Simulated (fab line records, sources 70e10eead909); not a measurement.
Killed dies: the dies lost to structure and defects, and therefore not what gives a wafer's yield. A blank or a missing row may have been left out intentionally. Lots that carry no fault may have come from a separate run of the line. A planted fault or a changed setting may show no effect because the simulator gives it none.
Matching of chambers    flow nand_harc    NHARC_P_GATE_STRIP_108 on rie_diel-08 has 4 sister chambers
The step strips in O2. 24 wafers are shown with their chamber, then 12 later ones without.

== EACH WAFER AND ITS CHAMBER ==
wafer   chamber  drypump_motor_current_A (A)  showerhead_plenum_p_Torr (Torr)  oes_product_au (a.u.)
L074.2  3        5.2                          3.38                             0.990
L074.3  0        5.6                          3.57                             0.996
L074.5  1        6.6                          3.45                             0.997
L076.4  3        5.2                          3.38                             1.006
L076.5  2        6.1                          3.52                             1.028
L076.6  1        6.6                          3.45                             1.006
L077.1  3        5.2                          3.38                             0.993
L077.4  1        6.5                          3.45                             1.003
L077.6  3        5.2                          3.38                             0.997
L079.1  0        5.6                          3.57                             0.998
L079.3  3        5.2                          3.37                             1.014
L079.6  3        5.2                          3.37                             0.998
L078.2  0        5.6                          3.57                             0.997
L078.3  1        6.6                          3.45                             0.994
L078.6  1        6.5                          3.45                             0.991
L082.3  0        5.6                          3.57                             1.022
L082.5  1        6.6                          3.44                             0.990
L082.6  0        5.6                          3.57                             1.002
L080.2  1        6.6                          3.44                             0.992
L080.3  0        5.6                          3.57                             1.013
L080.4  3        5.2                          3.37                             0.994
L087.1  1        6.6                          3.44                             1.005
L087.4  2        6.1                          3.52                             1.000
L087.5  2        6.1                          3.52                             1.007

SIGNATURES (means of the wafers above)
reading                   chamber 0  chamber 1  chamber 2  chamber 3  scatter within a chamber
drypump_motor_current_A   5.600      6.575      6.100      5.200      0.0274
showerhead_plenum_p_Torr  3.5700     3.4463     3.5200     3.3757     0.00424
oes_product_au            1.00467    0.99725    1.01167    0.99886    0.00922
Rule: a wafer lies at a distance from a chamber equal to the root of the sum of squares, over the readings, of (its reading less the chamber's mean, divided by the reading's scatter). If the next closest chamber is less than 2 further off than the closest, the wafer can't be placed; otherwise it belongs to the closest. How the scatter is found: for the shown wafers, subtract from each reading the mean of its chamber, square and add these, divide the total by (wafers less chambers), then take the root.

== WAFERS MISSING THEIR CHAMBER ==
wafer   drypump_motor_current_A (A)  showerhead_plenum_p_Torr (Torr)  oes_product_au (a.u.)
L089.3  6.0                          3.52                             1.017
L089.4  5.2                          3.37                             1.001
L089.5  6.1                          3.52                             1.013
L088.2  6.6                          3.44                             1.009
L088.3  5.2                          3.37                             0.996
L088.4  6.1                          3.52                             1.016
L095.1  5.2                          3.37                             0.991
L095.2  5.6                          3.56                             1.023
L095.4  6.6                          3.44                             1.007
L096.1  6.1                          3.51                             0.990
L096.3  5.6                          3.56                             1.016
L096.4  5.6                          3.56                             1.018

== CHAMBER TAKEN BY EACH ==
wafer   from the rows above  in truth
L089.3  2                    2
L089.4  3                    3
L089.5  2                    2
L088.2  1                    1
L088.3  3                    3
L088.4  2                    2
L095.1  3                    3
L095.2  0                    0
L095.4  1                    1
L096.1  2                    2
L096.3  0                    0
L096.4  0                    0
Placed correctly: 12 of 12. Left unplaced by these rows: 0. Number placed wrongly: 0.
